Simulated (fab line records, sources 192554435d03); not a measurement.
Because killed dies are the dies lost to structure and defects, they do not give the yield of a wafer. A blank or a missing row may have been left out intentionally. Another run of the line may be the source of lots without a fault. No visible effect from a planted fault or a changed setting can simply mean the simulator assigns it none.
fab line records :: flow n5-finfet
record:
  lots: 5
  wafers: 12
  last-day: 17
route steps=1938 shown BEOL_M7@1281
lots untouched by any fault: they come from a run of this same line in which no faults occurred
start-h: the number of hours between the record's first day and the start of the first shown wafer of the lot :: wait-h: hours from the lot's prior step to this one :: " same as the row above :: L1.1+2: one row covering several wafers at once :: - no value, or no start given :: * or withheld: withheld :: < > ~ a bound
route shown NAME@n: NAME is a module with steps in the file, n the number in the route of the first one :: usual: mean and standard deviation over wafers with no fault :: same: alike in all rows :: chamber/n: place in a boat :: sites: readings site by site :: _std_site: standard deviation of those values :: _edge_site: the outer-site mean with the inner-site mean subtracted :: radius-mm: how far each site lies from the wafer's centre :: mask NAME#n: copy n :: behind: the last tool/chamber to shape the wafer :: hold: why the lot was held/for how many hours/how that ended :: device: which transistor (n, p or np) failed to switch :: end of line: the route-end tests of the same wafers :: for a step that has no rows: nothing shown but its recipe :: killed: count of dies lost to structure and defects at first sort (not the wafer's yield) :: map: shows each die of a wafer: x if killed, . if not, _ if none is there
set.NAME: setting as actually run; set.NAME@STEP: the setting as run at that earlier step :: model.NAME: the simulator's own value behind a step, which no gauge read
certain route steps with their lots: each step a table, each wafer a row
services: the hour from which a tool's chamber was out of use, counted from the record's first day as start-h (under 0 if before that day), plus the number of hours and why
== steps ==
step: N5_BEOL_M7_ETCH_62
recipe:
  chemistry: N2/H2
  target: SOC
  target-depth-a: 1100
  overetch-a: 220
  mask-material: SiARC
  temp-c: 40
  time-s: 165
  ion-energy-ev: 200
  pressure-mtorr: 30
  source-w: 840
  bias-w: 150
  n2-flow-sccm: 200
  h2-flow-sccm: 200
step: N5_BEOL_M7_STRIP_68
recipe:
  chemistry: N2/H2
  temp-c: 40
  n2-flow-sccm: 200
  h2-flow-sccm: 200
  rf-frequency-hz: 6e+07
step: N5_BEOL_M7_STRIP_67
recipe:
  chemistry: CF4
  resist: SiARC
  power-w: 300
  bias-power-w: 75
  pressure-mtorr: 50
  cf4-flow-sccm: 150
  rf-frequency-hz: 6e+07
step: N5_BEOL_M7_HM_OPEN_17
recipe:
  chemistry: Cl2/BCl3
  target-depth-a: 200
  overetch-a: 60
  target: TiN
  mask-material: SOC
  ion-energy-ev: 150
  pressure-mtorr: 10
  icp-w: 1000
  bias-w: 126
  Cl2_flow_sccm: 53.25
  bcl3-flow-sccm: 21.75
  Ar_flow_sccm: 25
step: N5_BEOL_M7_STRIP_19
recipe:
  chemistry: O2
  power-w: 400
  temp-c: 40
  pressure-mtorr: 30
  rf-frequency-hz: 6e+07
  bias-power-w: 0
  overash-fraction: 0.2
  o2-flow-sccm: 225
step: N5_BEOL_M7_COAT_63
recipe:
  resist: SOC
  temp-c: 250
  time-s: 60
  spin-rpm: 1500
  resist-thk-nm: 60
step: N5_BEOL_M7_COAT_64
recipe:
  resist: SiARC
  temp-c: 220
  time-s: 60
  spin-rpm: 1500
  resist-thk-nm: 12
step: N5_BEOL_M7_COAT_71
recipe:
  resist: underlayer
  temp-c: 205
  time-s: 60
  spin-rpm: 1500
  resist-thk-nm: 5
step: N5_BEOL_M7_COAT_22
recipe:
  resist: CAR-EUV
  spin-rpm: 1500
  resist-thk-nm: 30
step: N5_BEOL_M7_EBR_24
recipe:
  solvent: PGMEA
  ebr-width-mm: 1.5
step: N5_BEOL_M7_SOFTBAKE_23
recipe:
  temp-c: 110
  time-s: 60
  resist: CAR-EUV
step: N5_BEOL_M7_EXPOSE_25
recipe:
  mask-id: V6
  na: 0.33
  source-shape: annular
  sigma-inner: 0.4
  sigma-outer: 0.8
  polarization: unpolarized
  target-cd-nm: 40
  dose-mj: 42.5
usual:
  stage-msd-nm: 0.85/0.066
same:
  sigma-outer: 0.8
lot.wafer: L396.2
tool: euv-scanner-01
chamber: 0
start-h: 208.93
wait-h: -
mask: V6#0
stage-msd-nm: 0.79

lot.wafer: L396.4
tool: euv-scanner-01
chamber: 0
start-h: 208.93
wait-h: -
mask: V6#0
stage-msd-nm: 0.79

lot.wafer: L396.6
tool: euv-scanner-01
chamber: 0
start-h: 208.93
wait-h: -
mask: V6#0
stage-msd-nm: 0.80

lot.wafer: L408.2
tool: euv-scanner-01
chamber: 0
start-h: 268.93
wait-h: -
mask: V6#0
stage-msd-nm: 0.78

lot.wafer: L408.5
tool: euv-scanner-01
chamber: 0
start-h: 268.93
wait-h: -
mask: V6#0
stage-msd-nm: 0.78

lot.wafer: L409.2
tool: euv-scanner-01
chamber: 0
start-h: 269.82
wait-h: -
mask: V6#0
stage-msd-nm: 0.78

lot.wafer: L409.5
tool: euv-scanner-01
chamber: 0
start-h: 269.82
wait-h: -
mask: V6#0
stage-msd-nm: 0.78

lot.wafer: L411.2
tool: euv-scanner-01
chamber: 0
start-h: 302.22
wait-h: -
mask: V6#0
stage-msd-nm: 0.78

lot.wafer: L411.6
tool: euv-scanner-01
chamber: 0
start-h: 302.22
wait-h: -
mask: V6#0
stage-msd-nm: 0.78

lot.wafer: L416.2
tool: euv-scanner-02
chamber: 0
start-h: 326.66
wait-h: -
mask: V6#0
stage-msd-nm: 0.91

lot.wafer: L416.3
tool: euv-scanner-02
chamber: 0
start-h: 326.66
wait-h: -
mask: V6#0
stage-msd-nm: 0.91

lot.wafer: L416.6
tool: euv-scanner-02
chamber: 0
start-h: 326.66
wait-h: -
mask: V6#0
stage-msd-nm: 0.91
step: N5_BEOL_M7_PEB_26
recipe:
  peb-temp-c: 100
  peb-time-s: 60
  resist: CAR-EUV
step: N5_BEOL_M7_DEVELOP_27
recipe:
  develop-time-s: 30
  developer: TMAH
  resist: CAR-EUV
  rinse-liquid: surfactant-rinse
  dry: air-spin
  dev-temp-c: 23
step: N5_BEOL_M7_CD_MEAS_28
recipe:
  target-cd-nm: 40
  landing-energy-ev: 500
  detector: se-inlens
usual:
  cd-nm: 39.96/0.27
lot.wafer: L396.2
tool: cd-sem-01
chamber: 0
start-h: 209.06
wait-h: -
cd-nm: 39.66

lot.wafer: L396.4
tool: cd-sem-01
chamber: 0
start-h: 209.06
wait-h: -
cd-nm: 39.96

lot.wafer: L396.6
tool: cd-sem-01
chamber: 0
start-h: 209.06
wait-h: -
cd-nm: 39.41

lot.wafer: L408.2
tool: cd-sem-01
chamber: 0
start-h: 269.06
wait-h: -
cd-nm: 38.66

lot.wafer: L408.5
tool: cd-sem-01
chamber: 0
start-h: 269.06
wait-h: -
cd-nm: 38.97

lot.wafer: L409.2
tool: cd-sem-01
chamber: 0
start-h: 269.95
wait-h: -
cd-nm: 38.47

lot.wafer: L409.5
tool: cd-sem-01
chamber: 0
start-h: 269.95
wait-h: -
cd-nm: 38.62

lot.wafer: L411.2
tool: cd-sem-01
chamber: 0
start-h: 302.35
wait-h: -
cd-nm: 38.65

lot.wafer: L411.6
tool: cd-sem-01
chamber: 0
start-h: 302.35
wait-h: -
cd-nm: 39.87

lot.wafer: L416.2
tool: cd-sem-03
chamber: 0
start-h: 326.78
wait-h: -
cd-nm: 40.24

lot.wafer: L416.3
tool: cd-sem-03
chamber: 0
start-h: 326.78
wait-h: -
cd-nm: 39.76

lot.wafer: L416.6
tool: cd-sem-03
chamber: 0
start-h: 326.78
wait-h: -
cd-nm: 40.07
step: N5_BEOL_M7_DESCUM_33
recipe:
  chemistry: O2
  time-s: 7
  source-power-w: 50
  bias-power-w: 20
  pressure-mtorr: 20
  rf-frequency-hz: 2.712e+07
  temp-c: 40
  resist: CAR-EUV
  o2-flow-sccm: 225
usual:
  drypump-motor-current-A: 5.85/0.25
  oes-product-au: 0.79/0.084
  rf-vpp-V: 243.1/1.6
  showerhead-plenum-p-Torr: 2.09/0.089
  throttle-valve-pct: 20.49/0.25
lot.wafer: L396.2
tool: rie-diel-03
chamber: 2
start-h: 209.18
wait-h: 0.0
drypump-motor-current-A: 5.71
oes-product-au: 0.76
rf-hours-counter-h: 163
rf-vpp-V: 244.3
showerhead-plenum-p-Torr: 2.19
throttle-valve-pct: 20.63
model.BEOL_M7.cd-nm: 39.8

lot.wafer: L396.4
tool: rie-diel-03
chamber: 1
start-h: 209.18
wait-h: 0.0
drypump-motor-current-A: 5.57
oes-product-au: 0.75
rf-hours-counter-h: 183
rf-vpp-V: 242.3
showerhead-plenum-p-Torr: 2.00
throttle-valve-pct: 20.54
model.BEOL_M7.cd-nm: 39.8

lot.wafer: L396.6
tool: rie-diel-03
chamber: 3
start-h: 209.18
wait-h: 0.0
drypump-motor-current-A: 5.81
oes-product-au: 0.97
rf-hours-counter-h: -
rf-vpp-V: 244.8
showerhead-plenum-p-Torr: 2.24
throttle-valve-pct: 20.12
model.BEOL_M7.cd-nm: 39.6

lot.wafer: L408.2
tool: rie-diel-04
chamber: 2
start-h: 269.18
wait-h: 0.0
drypump-motor-current-A: 5.62
oes-product-au: 0.87
rf-hours-counter-h: 25
rf-vpp-V: 246.1
showerhead-plenum-p-Torr: 2.22
throttle-valve-pct: 20.13
model.BEOL_M7.cd-nm: 39

lot.wafer: L408.5
tool: rie-diel-04
chamber: 0
start-h: 269.18
wait-h: 0.0
drypump-motor-current-A: 5.51
oes-product-au: 0.72
rf-hours-counter-h: -
rf-vpp-V: 241.0
showerhead-plenum-p-Torr: 1.98
throttle-valve-pct: 20.49
model.BEOL_M7.cd-nm: 39.4

lot.wafer: L409.2
tool: rie-diel-04
chamber: 2
start-h: 270.07
wait-h: 0.0
drypump-motor-current-A: 5.62
oes-product-au: 0.86
rf-hours-counter-h: 25
rf-vpp-V: 244.9
showerhead-plenum-p-Torr: 2.22
throttle-valve-pct: 20.13
model.BEOL_M7.cd-nm: 38.8

lot.wafer: L409.5
tool: rie-diel-04
chamber: 1
start-h: 270.07
wait-h: 0.0
drypump-motor-current-A: 6.01
oes-product-au: 0.83
rf-hours-counter-h: -
rf-vpp-V: 241.7
showerhead-plenum-p-Torr: 2.02
throttle-valve-pct: 20.20
model.BEOL_M7.cd-nm: 38.6

lot.wafer: L411.2
tool: rie-diel-03
chamber: 2
start-h: 302.47
wait-h: 0.0
drypump-motor-current-A: 5.71
oes-product-au: 0.73
rf-hours-counter-h: 193
rf-vpp-V: 244.2
showerhead-plenum-p-Torr: 2.18
throttle-valve-pct: 20.69
model.BEOL_M7.cd-nm: 38.8

lot.wafer: L411.6
tool: rie-diel-03
chamber: 0
start-h: 302.47
wait-h: 0.0
drypump-motor-current-A: 6.29
oes-product-au: 0.70
rf-hours-counter-h: -
rf-vpp-V: 242.9
showerhead-plenum-p-Torr: 2.08
throttle-valve-pct: 20.82
model.BEOL_M7.cd-nm: 39.8

lot.wafer: L416.2
tool: rie-diel-05
chamber: 3
start-h: 327.00
wait-h: 0.1
drypump-motor-current-A: 6.02
oes-product-au: 0.71
rf-hours-counter-h: 195
rf-vpp-V: 241.8
showerhead-plenum-p-Torr: 1.99
throttle-valve-pct: 20.64
model.BEOL_M7.cd-nm: 40.2

lot.wafer: L416.3
tool: rie-diel-05
chamber: 1
start-h: 327.00
wait-h: 0.1
drypump-motor-current-A: 5.68
oes-product-au: 0.93
rf-hours-counter-h: 25
rf-vpp-V: 243.8
showerhead-plenum-p-Torr: 2.06
throttle-valve-pct: 20.20
model.BEOL_M7.cd-nm: 39.8

lot.wafer: L416.6
tool: rie-diel-05
chamber: 0
start-h: 327.00
wait-h: 0.1
drypump-motor-current-A: 5.79
oes-product-au: 0.91
rf-hours-counter-h: -
rf-vpp-V: 242.0
showerhead-plenum-p-Torr: 2.05
throttle-valve-pct: 20.54
model.BEOL_M7.cd-nm: 40
step: N5_BEOL_M7_ETCH_72
recipe:
  chemistry: N2/H2
  target: underlayer
  target-depth-a: 65
  mask-material: CAR-EUV
  time-s: 5.2
  ion-energy-ev: 200
  pressure-mtorr: 30
  source-w: 840
  bias-w: 150
  n2-flow-sccm: 200
  h2-flow-sccm: 200
  ends: cleared
step: N5_BEOL_M7_ETCH_65
recipe:
  chemistry: CF4
  target: SiARC
  target-depth-a: 156
  mask-material: CAR-EUV
  time-s: 26
  ion-energy-ev: 80
  pressure-mtorr: 40
  source-w: 545
  bias-w: 36
  Ar_flow_sccm: 100
  cf4-flow-sccm: 100
  ends: cleared
step: N5_BEOL_M7_ETCH_66
recipe:
  chemistry: N2/H2
  target: SOC
  target-depth-a: 800
  overetch-a: 160
  mask-material: SiARC
  temp-c: 40
  time-s: 120
  ion-energy-ev: 200
  pressure-mtorr: 30
  source-w: 840
  bias-w: 150
  n2-flow-sccm: 200
  h2-flow-sccm: 200
step: N5_BEOL_M7_STRIP_69
recipe:
  chemistry: N2/H2
  temp-c: 40
  n2-flow-sccm: 200
  h2-flow-sccm: 200
  rf-frequency-hz: 6e+07
step: N5_BEOL_M7_STRIP_73
recipe:
  chemistry: N2/H2
  temp-c: 40
  n2-flow-sccm: 200
  h2-flow-sccm: 200
  rf-frequency-hz: 6e+07
step: N5_BEOL_M7_VIA_ETCH_34
recipe:
  chemistry: C4F6/O2
  target: SiCOH_lowk
  target-depth-a: 1255
  mask-material: SOC
  taper-deg: 4
  time-s: 50.5
  ion-energy-ev: 250
  pressure-mtorr: 30
  source-w: 345
  bias-w: 185
  Ar_flow_sccm: 300
  C4F6_flow_sccm: 10
  O2_flow_sccm: 10
usual:
  drypump-motor-current-A: 5.85/0.25
  oes-product-au: 0.79/0.086
  rf-vpp-V: 663/12
  showerhead-plenum-p-Torr: 2.85/0.11
  throttle-valve-pct: 20.98/0.22
lot.wafer: L396.2
tool: rie-diel-03
chamber: 2
start-h: 209.36
wait-h: 0.0
drypump-motor-current-A: 5.72
oes-product-au: 0.75
rf-hours-counter-h: 163
rf-vpp-V: 684
showerhead-plenum-p-Torr: 2.93
throttle-valve-pct: 20.93
model.BEOL_M7.cd-nm: 40

lot.wafer: L396.4
tool: rie-diel-03
chamber: 1
start-h: 209.36
wait-h: 0.0
drypump-motor-current-A: 5.63
oes-product-au: 0.74
rf-hours-counter-h: 183
rf-vpp-V: 656
showerhead-plenum-p-Torr: 2.74
throttle-valve-pct: 21.06
model.BEOL_M7.cd-nm: 39.8

lot.wafer: L396.6
tool: rie-diel-03
chamber: 3
start-h: 209.36
wait-h: 0.0
drypump-motor-current-A: 5.79
oes-product-au: 0.98
rf-hours-counter-h: -
rf-vpp-V: 681
showerhead-plenum-p-Torr: 3.04
throttle-valve-pct: 20.66
model.BEOL_M7.cd-nm: 39.4

lot.wafer: L408.2
tool: rie-diel-04
chamber: 2
start-h: 269.36
wait-h: 0.0
drypump-motor-current-A: 5.61
oes-product-au: 0.87
rf-hours-counter-h: 25
rf-vpp-V: 657
showerhead-plenum-p-Torr: 3.04
throttle-valve-pct: 20.72
model.BEOL_M7.cd-nm: 39

lot.wafer: L408.5
tool: rie-diel-04
chamber: 0
start-h: 269.36
wait-h: 0.0
drypump-motor-current-A: 5.58
oes-product-au: 0.71
rf-hours-counter-h: -
rf-vpp-V: 658
showerhead-plenum-p-Torr: 2.72
throttle-valve-pct: 21.06
model.BEOL_M7.cd-nm: 39.4

lot.wafer: L409.2
tool: rie-diel-04
chamber: 2
start-h: 270.25
wait-h: 0.0
drypump-motor-current-A: 5.60
oes-product-au: 0.86
rf-hours-counter-h: 25
rf-vpp-V: 658
showerhead-plenum-p-Torr: 3.04
throttle-valve-pct: 20.72
model.BEOL_M7.cd-nm: 38.8

lot.wafer: L409.5
tool: rie-diel-04
chamber: 1
start-h: 270.25
wait-h: 0.0
drypump-motor-current-A: 6.01
oes-product-au: 0.82
rf-hours-counter-h: -
rf-vpp-V: 655
showerhead-plenum-p-Torr: 2.76
throttle-valve-pct: 20.68
model.BEOL_M7.cd-nm: 38.4

lot.wafer: L411.2
tool: rie-diel-03
chamber: 2
start-h: 302.65
wait-h: 0.0
drypump-motor-current-A: 5.72
oes-product-au: 0.73
rf-hours-counter-h: 193
rf-vpp-V: 681
showerhead-plenum-p-Torr: 2.92
throttle-valve-pct: 20.98
model.BEOL_M7.cd-nm: 39

lot.wafer: L411.6
tool: rie-diel-03
chamber: 0
start-h: 302.65
wait-h: 0.0
drypump-motor-current-A: 6.25
oes-product-au: 0.69
rf-hours-counter-h: -
rf-vpp-V: 683
showerhead-plenum-p-Torr: 2.81
throttle-valve-pct: 21.19
model.BEOL_M7.cd-nm: 39.8

lot.wafer: L416.2
tool: rie-diel-05
chamber: 3
start-h: 327.18
wait-h: 0.0
drypump-motor-current-A: 6.02
oes-product-au: 0.71
rf-hours-counter-h: 195
rf-vpp-V: 658
showerhead-plenum-p-Torr: 2.74
throttle-valve-pct: 21.23
model.BEOL_M7.cd-nm: 40.2

lot.wafer: L416.3
tool: rie-diel-05
chamber: 1
start-h: 327.18
wait-h: 0.0
drypump-motor-current-A: 5.67
oes-product-au: 0.91
rf-hours-counter-h: 25
rf-vpp-V: 650
showerhead-plenum-p-Torr: 2.81
throttle-valve-pct: 20.68
model.BEOL_M7.cd-nm: 40.2

lot.wafer: L416.6
tool: rie-diel-05
chamber: 0
start-h: 327.18
wait-h: 0.0
drypump-motor-current-A: 5.82
oes-product-au: 0.91
rf-hours-counter-h: -
rf-vpp-V: 658
showerhead-plenum-p-Torr: 2.80
throttle-valve-pct: 21.01
model.BEOL_M7.cd-nm: 39.6
step: N5_BEOL_M7_STRIP_76
recipe:
  chemistry: C4F6/O2
  resist: SiARC
  rf-frequency-hz: 6e+07
== services ==
tool: euv-scanner-02
chamber: -
start-h: 185.52
hours: 5.8
kind: pm

tool: euv-scanner-01
chamber: -
start-h: 195.35
hours: 0.2
kind: repair

tool: rie-diel-05
chamber: 1
start-h: 210.42
hours: -
kind: clean

tool: rie-diel-05
chamber: 1
start-h: 210.42
hours: -
kind: consumable-replace:focus-ring

tool: rie-diel-05
chamber: 1
start-h: 210.42
hours: 23.2
kind: scheduled-down

tool: rie-diel-05
chamber: 1
start-h: 210.42
hours: 23.2
kind: vent-cycle

tool: euv-scanner-02
chamber: -
start-h: 215.19
hours: 1.0
kind: pm

tool: rie-diel-04
chamber: -
start-h: 234.11
hours: 1.7
kind: repair

tool: euv-scanner-01
chamber: -
start-h: 235.79
hours: 1.0
kind: pm

tool: rie-diel-04
chamber: 0
start-h: 248.92
hours: 19.3
kind: repair

tool: rie-diel-05
chamber: -
start-h: 261.73
hours: 0.6
kind: repair

tool: rie-diel-05
chamber: -
start-h: 266.08
hours: 0.8
kind: repair

tool: euv-scanner-02
chamber: -
start-h: 268.43
hours: 4.6
kind: pm

tool: rie-diel-04
chamber: 1
start-h: 276.61
hours: 5.4
kind: repair

tool: rie-diel-04
chamber: -
start-h: 281.45
hours: 0.4
kind: repair

tool: rie-diel-04
chamber: 1
start-h: 283.72
hours: 16.7
kind: repair

tool: euv-scanner-01
chamber: -
start-h: 284.84
hours: 4.6
kind: pm

tool: rie-diel-05
chamber: 1
start-h: 290.76
hours: 9.6
kind: repair

tool: euv-scanner-01
chamber: -
start-h: 291.90
hours: 1.0
kind: pm

tool: euv-scanner-01
chamber: -
start-h: 303.68
hours: 12.0
kind: pm

tool: rie-diel-03
chamber: 1
start-h: 318.53
hours: 5.0
kind: repair

tool: euv-scanner-01
chamber: 0
start-h: 321.25
hours: -
kind: calibration

tool: euv-scanner-01
chamber: -
start-h: 321.44
hours: 3.6
kind: repair

tool: rie-diel-04
chamber: 0
start-h: 325.47
hours: 51.5
kind: repair
== key ==
first-sign:
  step: N5_BEOL_M7_CD_MEAS_28
  reading: cd-nm
  direction: down
  sigmas: 4.7
  usual: 39.96
  struck: 38.67
effect none on later readings
model-effect:
  step: N5_BEOL_M7_DESCUM_33
  value: BEOL_M7.cd-nm
  without: 40.2
  struck: 38.92
model-effect:
  step: N5_BEOL_M7_VIA_ETCH_34
  value: BEOL_M7.cd-nm
  without: 40.24
  struck: 38.92
met-at N5_BEOL_M7_EXPOSE_25
struck-wafers L408.2,L408.5,L409.2,L409.5,L411.2
onset-between 208.93 268.93
fault:
  kind: process-parameter-drift
  tool: euv-scanner-01
  chamber: -
  onset-h: 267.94
  steps: N5_BEOL_M7_EXPOSE_25
  channel: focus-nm
  offset: 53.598
  shape: step
  end-h: 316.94
  scope: struck-wafers-only
